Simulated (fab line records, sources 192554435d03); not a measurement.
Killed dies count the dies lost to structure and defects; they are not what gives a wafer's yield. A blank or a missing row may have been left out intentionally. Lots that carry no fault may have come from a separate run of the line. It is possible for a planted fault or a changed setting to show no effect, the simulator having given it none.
fab line records	flow n5Finfet
[record] lots = 7	wafers = 21
route steps=1938 shown PMOS_HMC_CHANNEL_EPI@62 FIN_SAQP@116 FIN_CUT@156 DUMMY_GATE@224 SD_EPI_N@288
startH: hours from the record's opening day to when the first of the lot's shown wafers began	waitH: time in hours since the lot's previous step	" repeats the value in the row above	L1.1+2: one row covering several wafers at once	- no value, or no start given	* or withheld: withheld	< > ~ a bound
route shown NAME@n: a module of which the file shows steps, and the number in the route of the first	usual: mean and standard deviation over wafers with no fault	same: alike in all rows	chamber/n: place in a boat	sites: readings site by site	_std_site: how widely they spread, as a standard deviation	_edge_site: mean of outer sites minus mean of inner sites	radiusMm: how far each site lies from the wafer's centre	mask NAME#n: copy n	behind: the tool/chamber that last shaped the wafer	hold: the reason the lot was held/the length of the hold in hours/how it ended	device: the n, p or np transistor that did not switch	end of line: the tests these same wafers got at the end of their route	a step with no rows: only its recipe	killed: dies that structure and defects cost at the first sort, which is not the same as the wafer's yield	map: the dies of a wafer, with x for killed, . for not killed, _ for no die there
set.NAME: the setting the step ran with; set.NAME@STEP: the setting that earlier step ran with	model.NAME: the simulator's own value behind a step, which no gauge read
one table per step and one row per wafer, for lots whose settings were changed on purpose
[[steps]]
[step N5_PMOS_HMC_CHANNEL_EPI_EXPOSE_06]
[recipe] maskId = PMOS_HMC_BLK	na = 1.35	sourceShape = conventional	sigmaOuter = 0.8	polarization = unpolarized	targetCdNm = 240	doseMj = 41
lot.wafer	tool	chamber	startH	waitH	mask	set.doseMj
L075.1	arfiScanner-01	0	23.28	-	PMOS_HMC_BLK#0	43.01
L075.3+6	"	0	"	"	PMOS_HMC_BLK#0	41
L080.2+4+6	arfiScanner-03	0	54.79	-	PMOS_HMC_BLK#0	41
L082.2+4+6	arfiScanner-03	0	64.71	-	PMOS_HMC_BLK#0	41
L091.3+4	arfiScanner-03	0	120.02	-	PMOS_HMC_BLK#0	42.91
L091.5	"	0	"	"	PMOS_HMC_BLK#0	41
L094.2	arfiScanner-01	0	137.52	-	PMOS_HMC_BLK#0	43.52
L094.3+4	"	0	"	"	PMOS_HMC_BLK#0	41
L096.1+2+3	arfiScanner-02	0	149.85	-	PMOS_HMC_BLK#0	41
L097.1+6	arfiScanner-03	0	155.40	-	PMOS_HMC_BLK#0	41
L097.3	"	0	"	"	PMOS_HMC_BLK#0	39.66
[step N5_PMOS_HMC_CHANNEL_EPI_PEB_07]
[recipe] pebTempC = 110	pebTimeS = 60	resist = CAR-ArF-block
lot.wafer	tool	chamber	startH	waitH	set.pebTempC
L075.1+6	lithoTrack-04	0	23.34	0.1	110
L075.3	"	0	"	"	107
L080.2+4+6	lithoTrack-01	0	54.84	0.0	110
L082.2+4	lithoTrack-01	0	64.76	0.0	107.1
L082.6	"	0	"	"	110
L091.3+4+5	lithoTrack-05	0	120.07	0.0	110
L094.2+3+4	lithoTrack-05	0	137.57	0.0	110
L096.1+2+3	lithoTrack-01	0	149.91	0.1	110
L097.1+6	lithoTrack-05	0	155.46	0.1	108.6
L097.3	"	0	"	"	110
[step N5_PMOS_HMC_CHANNEL_EPI_DEVELOP_08]
[recipe] developTimeS = 30	developer = TMAH	resist = CAR-ArF-block	devTempC = 23	rinseLiquid = diw	dry = airSpin
[step N5_PMOS_HMC_CHANNEL_EPI_CD_MEAS_09]
[recipe] targetCdNm = 237.4	landingEnergyEv = 500	detector = seInlens
[usual] cdNm = 237.2/1.1
lot.wafer	tool	chamber	startH	waitH	set.doseMj@PMOS_HMC_CHANNEL_EPI_EXPOSE_06	set.pebTempC@PMOS_HMC_CHANNEL_EPI_PEB_07	cdNm
L075.1	cdSem-02	0	23.41	-	43.01	110	241.0
L075.3	"	0	"	"	41	107	227.6
L075.6	"	0	"	"	41	110	238.5
L080.2	cdSem-03	0	54.91	-	41	110	237.7
L080.4	"	0	"	"	41	110	237.2
L080.6	"	0	"	"	41	110	237.5
L082.2	cdSem-03	0	64.83	-	41	107.1	228.3
L082.4	"	0	"	"	41	107.1	225.6
L082.6	"	0	"	"	41	110	236.2
L091.3	cdSem-02	0	120.14	-	42.91	110	240.3
L091.4	"	0	"	"	42.91	110	241.7
L091.5	"	0	"	"	41	110	237.6
L094.2	cdSem-01	0	137.64	-	43.52	110	240.7
L094.3	"	0	"	"	41	110	237.7
L094.4	"	0	"	"	41	110	236.6
L096.1	cdSem-02	0	149.98	-	41	110	238.1
L096.2	"	0	"	"	41	110	239.1
L096.3	"	0	"	"	41	110	237.7
L097.1	cdSem-03	0	155.52	-	41	108.6	232.4
L097.3	"	0	"	"	39.66	110	234.7
L097.6	"	0	"	"	41	108.6	231.2
[step N5_PMOS_HMC_CHANNEL_EPI_DESCUM_14]
[recipe] chemistry = O2	timeS = 7.9	sourcePowerW = 50	biasPowerW = 20	pressureMtorr = 20	rfFrequencyHz = 2.712e+07	tempC = 40	resist = CAR-ArF-block	o2FlowSccm = 225
lot.wafer	tool	chamber	startH	waitH	set.doseMj@PMOS_HMC_CHANNEL_EPI_EXPOSE_06	set.pebTempC@PMOS_HMC_CHANNEL_EPI_PEB_07	model.PMOS_HMC_CHANNEL_EPI.cdNm
L075.1	rieDiel-04	2	23.50	0.0	43.01	110	241.4
L075.3	"	0	"	"	41	107	227.7
L075.6	"	2	"	"	41	110	238.6
L080.2	rieDiel-06	0	55.00	0.0	41	110	237.7
L080.4	"	0	"	"	41	110	237.6
L080.6	"	3	"	"	41	110	237.8
L082.2	rieDiel-04	0	64.92	0.0	41	107.1	228.4
L082.4	"	1	"	"	41	107.1	225.7
L082.6	"	0	"	"	41	110	236.2
L091.3	rieDiel-02	1	120.22	0.0	42.91	110	240.2
L091.4	"	1	"	"	42.91	110	241.6
L091.5	"	3	"	"	41	110	237.4
L094.2	rieDiel-02	2	138.05	0.4	43.52	110	240.7
L094.3	"	3	"	"	41	110	238.1
L094.4	"	3	"	"	41	110	236.6
L096.1	rieDiel-04	1	150.07	0.0	41	110	238.1
L096.2	"	3	"	"	41	110	239
L096.3	"	2	"	"	41	110	237.9
L097.1	rieDiel-06	2	155.67	0.1	41	108.6	232.3
L097.3	"	1	"	"	39.66	110	234.8
L097.6	"	0	"	"	41	108.6	231.3
[step N5_PMOS_HMC_CHANNEL_EPI_ETCH_32]
[recipe] chemistry = N2/H2	target = BARC	stopOn = SiO2	targetDepthA = 858	overEtchFrac = 0.3	timeS = 50.3	ionEnergyEv = 200	maskMaterial = CAR-ArF-block	pressureMtorr = 30	sourceW = 840	biasW = 150	n2FlowSccm = 200	h2FlowSccm = 200
lot.wafer	tool	chamber	startH	waitH	set.pebTempC@PMOS_HMC_CHANNEL_EPI_PEB_07	model.PMOS_HMC_CHANNEL_EPI.cdNm
L075.1	rieDiel-04	2	23.53	0.0	110	244.7
L075.3	"	0	"	"	107	229.7
L075.6	"	2	"	"	110	242.4
L080.2+4	rieDiel-06	0	55.03	0.0	110	239.9
L080.6	"	3	"	"	110	240
L082.2	rieDiel-04	0	64.95	0.0	107.1	230.1
L082.4	"	1	"	"	107.1	226.7
L082.6	"	0	"	"	110	238.6
L091.3	rieDiel-02	1	120.26	0.0	110	242.6
L091.4	"	1	"	"	110	243.5
L091.5	"	3	"	"	110	239.5
L094.2	rieDiel-02	2	138.09	0.0	110	243.8
L094.3	"	3	"	"	110	240.3
L094.4	"	3	"	"	110	238.4
L096.1	rieDiel-04	1	150.10	0.0	110	239.5
L096.2	"	3	"	"	110	241.8
L096.3	"	2	"	"	110	240.5
L097.1	rieDiel-06	2	155.71	0.0	108.6	234.7
L097.3	"	1	"	"	110	236.9
L097.6	"	0	"	"	108.6	233.1
[step N5_FIN_SAQP_ETCH_52]
[recipe] chemistry = N2/H2	target = SOC	targetDepthA = 1000	overetchA = 200	maskMaterial = SiARC	tempC = 40	timeS = 150	ionEnergyEv = 200	pressureMtorr = 30	sourceW = 840	biasW = 150	n2FlowSccm = 200	h2FlowSccm = 200	ends = endPoint
[usual] rfVppV = 526.4/1.5
lot.wafer	tool	chamber	startH	waitH	set.sourceW	rfVppV
L075.1	rieDiel-03	2	28.58	0.0	840	528.3
L075.3	"	0	"	"	743.9	542.3
L075.6	"	0	"	"	743.9	541.1
L080.2	rieDiel-01	1	59.57	0.0	888.1	518.7
L080.4	"	3	"	"	840	527.5
L080.6	"	0	"	"	840	525.3
L082.2	rieDiel-03	2	69.15	0.0	840	525.2
L082.4	"	1	"	"	840	526.7
L082.6	"	2	"	"	840	528.0
L091.3	rieDiel-01	1	125.09	0.0	840	526.6
L091.4	"	2	"	"	968.3	501.5
L091.5	"	2	"	"	840	525.4
L094.2	rieDiel-01	1	142.66	0.0	840	527.0
L094.3	"	2	"	"	840	526.3
L094.4	"	3	"	"	928.9	508.6
L096.1	rieDiel-03	3	154.85	0.0	840	526.4
L096.2	"	2	"	"	840	527.1
L096.3	"	1	"	"	840	526.1
L097.1	rieDiel-03	1	162.19	0.0	840	524.9
L097.3	"	3	"	"	840	525.5
L097.6	"	3	"	"	972.9	502.5
[step N5_FIN_SAQP_FIN_ETCH_36]
[recipe] chemistry = HBr/Cl2/O2	targetDepthA = 1200	maskMaterial = SiNx	timeS = 50.4	biasW = 102	pressureMtorr = 10	icpW = 800	HBr_flow_sccm = 150	Cl2_flow_sccm = 80	O2_flow_sccm = 12
lot.wafer	tool	chamber	startH	waitH	set.icpW	model.etch.depthNm	model.FIN_SAQP.featureDepthNm
L075.1	rieSi-06	3	33.09	0.0	800	120.4	120.4
L075.3	"	2	"	"	743.7	112.9	113
L075.6	"	1	"	"	800	119	119
L080.2	rieSi-06	2	64.14	0.0	800	119.4	119.4
L080.4	"	0	"	"	800	123	123
L080.6	"	3	"	"	800	121.1	121
L082.2	rieSi-05	2	73.72	0.0	800	117.1	117
L082.4	"	0	"	"	800	116.8	116.8
L082.6	"	3	"	"	800	119.6	119.6
L091.3+4	rieSi-01	0,2	129.30	0.0	800	121	121
L091.5	"	2	"	"	728.2	113.4	113.4
L094.2	rieSi-05	2	148.17	0.0	697.4	112.6	112.6
L094.3	"	0	"	"	697.4	111.8	111.8
L094.4	"	3	"	"	800	120.3	120.2
L096.1+3	rieSi-01	1,0	158.97	0.0	800	120.7	120.6
L096.2	"	3	"	"	800	118.4	118.4
L097.1	rieSi-01	3	168.19	0.0	839.2	123.8	123.8
L097.3	"	2	"	"	800	118.5	118.6
L097.6	"	1	"	"	839.2	124.9	124.8
[step N5_FIN_SAQP_PRECLEAN_38]
[recipe] chemistry = O3/DIW	timeS = 45	tempC = 22	o3Ppm = 10
[step N5_FIN_SAQP_PRECLEAN_45]
[recipe] chemistry = dHF	timeS = 10	dilution = 500:1	tempC = 25
[step N5_FIN_SAQP_SRD_39]
[recipe] dry = ipaMarangoni	timeS = 30	tempC = 23	rinseLiquid = diw
[step N5_FIN_SAQP_OCD_MEAS_76]
[usual] trenchDepthNm = 120.0/1.7
lot.wafer	tool	chamber	startH	waitH	set.icpW@FIN_SAQP_FIN_ETCH_36	trenchDepthNm
L075.1	ocd-02	-	33.30	0.0	800	120.3
L075.3	"	-	"	"	743.7	112.7
L075.6	"	-	"	"	800	119.5
L080.2	ocd-01	-	64.36	0.0	800	118.9
L080.4	"	-	"	"	800	122.8
L080.6	"	-	"	"	800	121.6
L082.2	ocd-02	-	73.98	0.0	800	117.6
L082.4	"	-	"	"	800	117.1
L082.6	"	-	"	"	800	120.7
L091.3	ocd-02	-	129.56	0.0	800	120.7
L091.4	"	-	"	"	800	120.7
L091.5	"	-	"	"	728.2	113.1
L094.2	ocd-02	-	148.39	0.0	697.4	112.7
L094.3	"	-	"	"	697.4	111.4
L094.4	"	-	"	"	800	120.3
L096.1	ocd-01	-	159.19	0.0	800	120.9
L096.2	"	-	"	"	800	118.6
L096.3	"	-	"	"	800	120.5
L097.1	ocd-02	-	168.41	0.0	839.2	123.9
L097.3	"	-	"	"	800	118.9
L097.6	"	-	"	"	839.2	124.8
[step N5_FIN_CUT_COAT_29]
[recipe] resist = underlayer	tempC = 205	timeS = 60	spinRpm = 1500	resistThkNm = 10
lot.wafer	tool	chamber	startH	waitH	set.spinRpm	model.underlayer_of_FIN_CUT_COAT_29.thkNm
L075.1+3	lithoTrack-04	0	-	-	1500	10
L075.6	"	0	"	"	1652	9.6
L080.2+4	lithoTrack-05	0	-	-	1368	10.6
L080.6	"	0	"	"	1500	10
L082.2	lithoTrack-05	0	-	-	1500	10
L082.4	"	0	"	"	1435	10.4
L082.6	"	0	"	"	1500	10.2
L091.3+4+5	lithoTrack-05	0	-	-	1500	10
L094.2+3+4	lithoTrack-03	0	-	-	1500	10
L096.1+2+3	lithoTrack-05	0	-	-	1500	10
L097.1+3+6	lithoTrack-03	0	-	-	1354	10.6
[step N5_FIN_CUT_COAT_02]
[recipe] resist = CAR-EUV	spinRpm = 1500	resistThkNm = 30
[step N5_FIN_CUT_EBR_04]
[recipe] solvent = PGMEA	ebrWidthMm = 1.5
[step N5_FIN_CUT_DESCUM_13]
[recipe] chemistry = O2	timeS = 7	sourcePowerW = 50	biasPowerW = 20	pressureMtorr = 20	rfFrequencyHz = 2.712e+07	tempC = 40	resist = CAR-EUV	o2FlowSccm = 225
[step N5_FIN_CUT_ETCH_30]
[recipe] chemistry = N2/H2	target = underlayer	targetDepthA = 130	maskMaterial = CAR-EUV	timeS = 10.4	ionEnergyEv = 200	pressureMtorr = 30	sourceW = 840	biasW = 150	n2FlowSccm = 200	h2FlowSccm = 200	ends = cleared
lot.wafer	tool	chamber	startH	waitH	set.spinRpm@FIN_CUT_COAT_29	model.CAR-EUV_of_FIN_CUT_COAT_02.thkNm	model.etch.depthNm
L075.1	rieDiel-02	0	33.79	0.0	1500	14.6	9.999
L075.3	"	3	"	"	1500	14.6	9.933
L075.6	"	0	"	"	1652	15.2	9.506
L080.2	rieDiel-02	3	64.97	0.0	1368	13.8	10.56
L080.4	"	1	"	"	1368	14	10.53
L080.6	"	1	"	"	1500	14.6	10.04
L082.2	rieDiel-06	3	74.59	0.0	1500	14.6	10.07
L082.4	"	2	"	"	1435	14.4	10.3
L082.6	"	1	"	"	1500	14.4	10.1
L091.3+4	rieDiel-04	0,2	130.41	0.0	1500	14.4	10.05
L091.5	"	2	"	"	1500	14.4	10.04
L094.2	rieDiel-04	2	149.13	0.0	1500	14.4	10.03
L094.3	"	0	"	"	1500	14.6	9.988
L094.4	"	3	"	"	1500	14.6	10.02
L096.1	rieDiel-04	3	159.81	0.0	1500	14.8	9.966
L096.2	"	2	"	"	1500	14.6	9.989
L096.3	"	0	"	"	1500	14.6	9.992
L097.1+6	rieDiel-04	0	169.02	0.0	1354	13.8	10.56
L097.3	"	1	"	"	1354	13.8	10.57
[step N5_FIN_CUT_ETCH_20]
[recipe] chemistry = CF4	target = SiARC	targetDepthA = 260	maskMaterial = CAR-EUV	timeS = 43.3	ionEnergyEv = 80	pressureMtorr = 40	sourceW = 545	biasW = 36	Ar_flow_sccm = 100	cf4FlowSccm = 100	ends = cleared
lot.wafer	tool	chamber	startH	waitH	set.spinRpm@FIN_CUT_COAT_29	model.underlayer_of_FIN_CUT_COAT_29.thkNm
L075.1+3	rieDiel-02	0,3	33.81	0.0	1500	9.2
L075.6	"	0	"	"	1652	8.8
L080.2+4	rieDiel-02	3,1	64.99	0.0	1368	9.8
L080.6	"	1	"	"	1500	9.4
L082.2+6	rieDiel-06	3,1	74.61	0.0	1500	9.4
L082.4	"	2	"	"	1435	9.6
L091.3+4+5	rieDiel-04	0,2,2	130.43	0.0	1500	9.4
L094.2	rieDiel-04	2	149.15	0.0	1500	9.4
L094.3+4	"	0,3	"	"	1500	9.2
L096.1+2+3	rieDiel-04	3,2,0	159.83	0.0	1500	9.2
L097.1+3+6	rieDiel-04	0,1,0	169.04	0.0	1354	9.8
[step N5_DUMMY_GATE_COAT_28]
[recipe] resist = underlayer	tempC = 205	timeS = 60	spinRpm = 1500	resistThkNm = 10
lot.wafer	tool	chamber	startH	waitH	set.spinRpm	model.underlayer_of_DUMMY_GATE_COAT_28.thkNm
L075.1	lithoTrack-02	0	-	-	1414	10.4
L075.3+6	"	0	"	"	1500	10
L080.2+4+6	lithoTrack-01	0	-	-	1500	10
L082.2+4+6	lithoTrack-05	0	-	-	1500	10
L091.3	lithoTrack-02	0	-	-	1500	10
L091.4+5	"	0	"	"	1383	10.4
L094.2+3	lithoTrack-01	0	-	-	1391	10.4
L094.4	"	0	"	"	1500	10
L096.1+2+3	lithoTrack-05	0	-	-	1500	10
L097.1+3	lithoTrack-05	0	-	-	1500	10
L097.6	"	0	"	"	1436	10.2
[step N5_SD_EPI_N_EPI_21]
[recipe] material = Si:P	dopant = P	tempC = 680	pressureTorr = 255	timeS = 690
lot.wafer	tool	chamber	startH	waitH	set.tempC	model.Si-P_of_SD_EPI_N_EPI_21.thkNm
L075.1	epiRpcvd-04	0	56.96	0.2	680	58.2
L075.3	"	0	"	"	680	56.6
L075.6	"	0	58.83	1.9	682.8	59.4
L080.2	epiRpcvd-03	0	88.68	0.5	680	58.8
L080.4	"	0	"	"	676.4	55.6
L080.6	"	0	"	"	676.4	55
L082.2	epiRpcvd-02	0	101.63	0.4	680	59.4
L082.4	"	0	"	"	680	60
L082.6	"	0	"	"	680	59.2
L091.3	epiRpcvd-04	0	153.90	0.7	684.3	63.6
L091.4	"	0	"	"	684.3	64.6
L091.5	"	0	"	"	684.3	64.2
L094.2+4	epiRpcvd-02	0	173.44	0.7	680	58.4
L094.3	"	0	"	"	683.9	62.8
L096.1	epiRpcvd-03	0	185.65	0.1	680	58.6
L096.2	"	0	"	"	680	59.4
L096.3	"	0	"	"	680	58.8
L097.1	epiRpcvd-02	0	193.97	0.1	680	59.6
L097.3	"	0	"	"	680	59
L097.6	"	0	"	"	680	59.4
[step N5_SD_EPI_N_PRECLEAN_24]
[recipe] chemistry = O3/DIW	timeS = 60	tempC = 22	o3Ppm = 10
lot.wafer	tool	chamber	startH	waitH	set.tempC@SD_EPI_N_EPI_21	model.Si-P_of_SD_EPI_N_EPI_21.thkNm
L075.1	wetBench-02	5	59.29	0.0	680	57.8
L075.3	"	3	"	"	680	56.2
L075.6	"	6	"	"	682.8	59
L080.2	wetBench-05	4	90.62	0.0	680	58.4
L080.4	"	7	"	"	676.4	55.2
L080.6	"	5	"	"	676.4	54.6
L082.2+6	wetBench-01	7,2	103.10	0.0	680	58.8
L082.4	"	4	"	"	680	59.6
L091.3	wetBench-01	6	155.09	0.0	684.3	63.2
L091.4	"	1	"	"	684.3	64.2
L091.5	"	4	"	"	684.3	63.8
L094.2+4	wetBench-02	1,6	176.02	0.0	680	58.2
L094.3	"	5	"	"	683.9	62.4
L096.1	wetBench-01	6	187.41	0.0	680	58.2
L096.2	"	1	"	"	680	59
L096.3	"	0	"	"	680	58.4
L097.1	wetBench-01	7	195.72	0.0	680	59.2
L097.3	"	1	"	"	680	58.6
L097.6	"	2	"	"	680	59
[[key]]
[split] step = N5_PMOS_HMC_CHANNEL_EPI_EXPOSE_06	setting = doseMj	stated = 41	by = wafer
[response] step = N5_PMOS_HMC_CHANNEL_EPI_CD_MEAS_09	reading = cdNm	slope = +0.61	per = 1%	togetherWith = pebTempC@PMOS_HMC_CHANNEL_EPI_PEB_07	explained = 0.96
[response] step = N5_PMOS_HMC_CHANNEL_EPI_DESCUM_14	reading = model.PMOS_HMC_CHANNEL_EPI.cdNm	slope = +0.618	per = 1%	togetherWith = pebTempC@PMOS_HMC_CHANNEL_EPI_PEB_07	explained = 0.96
[split] step = N5_PMOS_HMC_CHANNEL_EPI_PEB_07	setting = pebTempC	stated = 110	by = wafer
[response] step = N5_PMOS_HMC_CHANNEL_EPI_CD_MEAS_09	reading = cdNm	change = +3.83	per = 1%	r = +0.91
[response] step = N5_PMOS_HMC_CHANNEL_EPI_DESCUM_14	reading = model.PMOS_HMC_CHANNEL_EPI.cdNm	change = +3.83	per = 1%	r = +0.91
[response] step = N5_PMOS_HMC_CHANNEL_EPI_ETCH_32	reading = model.PMOS_HMC_CHANNEL_EPI.cdNm	change = +4.27	per = 1%	r = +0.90
[split] step = N5_FIN_SAQP_ETCH_52	setting = sourceW	stated = 840	by = wafer
[response] step = N5_FIN_SAQP_ETCH_52	reading = rfVppV	change = -1.48	per = 1%	r = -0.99
[split] step = N5_FIN_SAQP_FIN_ETCH_36	setting = icpW	stated = 800	by = wafer
[response] step = N5_FIN_SAQP_FIN_ETCH_36	reading = model.etch.depthNm	change = +0.775	per = 1%	r = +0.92
[response] step = N5_FIN_SAQP_FIN_ETCH_36	reading = model.FIN_SAQP.featureDepthNm	change = +0.772	per = 1%	r = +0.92
[response] step = N5_FIN_SAQP_OCD_MEAS_76	reading = trenchDepthNm	change = +0.791	per = 1%	r = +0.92
[split] step = N5_FIN_CUT_COAT_29	setting = spinRpm	stated = 1500	by = wafer
[response] step = N5_FIN_CUT_COAT_29	reading = model.underlayer_of_FIN_CUT_COAT_29.thkNm	change = -0.0535	per = 1%	r = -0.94
[response] step = N5_FIN_CUT_ETCH_30	reading = model.CAR-EUV_of_FIN_CUT_COAT_02.thkNm	change = +0.0637	per = 1%	r = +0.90
[response] step = N5_FIN_CUT_ETCH_30	reading = model.etch.depthNm	change = -0.0505	per = 1%	r = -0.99
[response] step = N5_FIN_CUT_ETCH_20	reading = model.underlayer_of_FIN_CUT_COAT_29.thkNm	change = -0.0424	per = 1%	r = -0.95
[split] step = N5_DUMMY_GATE_COAT_28	setting = spinRpm	stated = 1500	by = wafer
[response] step = N5_DUMMY_GATE_COAT_28	reading = model.underlayer_of_DUMMY_GATE_COAT_28.thkNm	change = -0.0557	per = 1%	r = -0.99
[split] step = N5_SD_EPI_N_EPI_21	setting = tempC	stated = 680	by = wafer
[response] step = N5_SD_EPI_N_EPI_21	reading = model.Si-P_of_SD_EPI_N_EPI_21.thkNm	change = +6.68	per = 1%	r = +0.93
[response] step = N5_SD_EPI_N_PRECLEAN_24	reading = model.Si-P_of_SD_EPI_N_EPI_21.thkNm	change = +6.53	per = 1%	r = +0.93
